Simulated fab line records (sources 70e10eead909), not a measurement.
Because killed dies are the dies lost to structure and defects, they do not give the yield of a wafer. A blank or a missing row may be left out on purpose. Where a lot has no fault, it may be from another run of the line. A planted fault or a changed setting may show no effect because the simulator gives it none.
Which tool was responsible? :: flow nand_harc :: 6 lots, 18 wafers sampled, at 4 steps of a route of 1159

== WHAT EACH GAUGE READ, for each wafer ==
NHARC_THIN_TSV_CD_MEAS_37.
lot: L273
measured: day 20 01:56
on: cd_sem-02
cd_nm (nm): 5001.0 5006.4 5002.1

lot: L275
measured: day 21 00:23
on: cd_sem-02
cd_nm (nm): 5001.1 4994.8 4998.8

lot: L279
measured: day 21 08:55
on: cd_sem-02
cd_nm (nm): 5001.5 4999.4 5004.6

lot: L286
measured: day 24 04:14
on: cd_sem-02
cd_nm (nm): 4998.2 5005.6 5001.5

lot: L287
measured: day 24 18:37
on: cd_sem-02
cd_nm (nm): 5001.4 4999.7 4999.0

lot: L288
measured: day 25 04:05
on: cd_sem-02
cd_nm (nm): 5000.3 4996.6 4997.9

== EACH LOT AND THE TOOL THAT RAN IT (in order: tool; ch and the chambers of the sampled wafers; start) ==
lot: L273
NHARC_THIN_TSV_DESCUM_14: rie_diel-10 ch 0,1, day 19 18:42
NHARC_THIN_TSV_DEGAS_49: pvd_sputter-01, day 19 21:19
NHARC_THIN_TSV_ETCH_59: rie_metal-02 ch 0,1, day 20 00:49

lot: L275
NHARC_THIN_TSV_DESCUM_14: rie_diel-02 ch 0,2,3, day 20 17:07
NHARC_THIN_TSV_DEGAS_49: pvd_sputter-01, day 20 19:55
NHARC_THIN_TSV_ETCH_59: rie_metal-01 ch 0,1, day 20 23:14

lot: L279
NHARC_THIN_TSV_DESCUM_14: rie_diel-01 ch 0,1,2, day 21 01:41
NHARC_THIN_TSV_DEGAS_49: pvd_sputter-01, day 21 04:17
NHARC_THIN_TSV_ETCH_59: rie_metal-03 ch 0,1, day 21 07:46

lot: L286
NHARC_THIN_TSV_DESCUM_14: rie_diel-02 ch 2,3, day 23 20:46
NHARC_THIN_TSV_DEGAS_49: pvd_sputter-03, day 23 23:26
NHARC_THIN_TSV_ETCH_59: rie_metal-02 ch 0,1, day 24 02:53

lot: L287
NHARC_THIN_TSV_DESCUM_14: rie_diel-01 ch 0,1,2, day 24 11:15
NHARC_THIN_TSV_DEGAS_49: pvd_sputter-03, day 24 14:02
NHARC_THIN_TSV_ETCH_59: rie_metal-03 ch 0,1, day 24 17:28

lot: L288
NHARC_THIN_TSV_DESCUM_14: rie_diel-02 ch 0,3, day 24 20:23
NHARC_THIN_TSV_DEGAS_49: pvd_sputter-01, day 24 23:00
NHARC_THIN_TSV_ETCH_59: rie_metal-01 ch 0, day 25 02:40
- NHARC_THIN_TSV_DESCUM_14: chemistry O2, time 3 s.
- NHARC_THIN_TSV_DEGAS_49: time 120 s.
- NHARC_THIN_TSV_ETCH_59: etches the open film in Cl2/BCl3, target depth 880 nm, time 138.1 s.

== THE ANSWER, worked out from the rows above alone ==
Rule: the lots themselves supply what counts as usual. The widest of any qualifying gaps counts: lots, ordered by their means at a reading, are off when they make up no more than a third of the lots, leave a main group of 4 or more, and stand apart from it by 3 or more times the standard deviation of that group's means. A main group is skipped when, at the precision printed for the reading in the tables above, its means are all equal. Also off: a lot with no number at a reading for which 4 or more lots have one. All remaining lots with rows at the step are treated as sound.
Across all readings shown, no lot is off: no conclusion can be drawn from this.

== WHAT THE SIMULATOR HAD PUT IN ==
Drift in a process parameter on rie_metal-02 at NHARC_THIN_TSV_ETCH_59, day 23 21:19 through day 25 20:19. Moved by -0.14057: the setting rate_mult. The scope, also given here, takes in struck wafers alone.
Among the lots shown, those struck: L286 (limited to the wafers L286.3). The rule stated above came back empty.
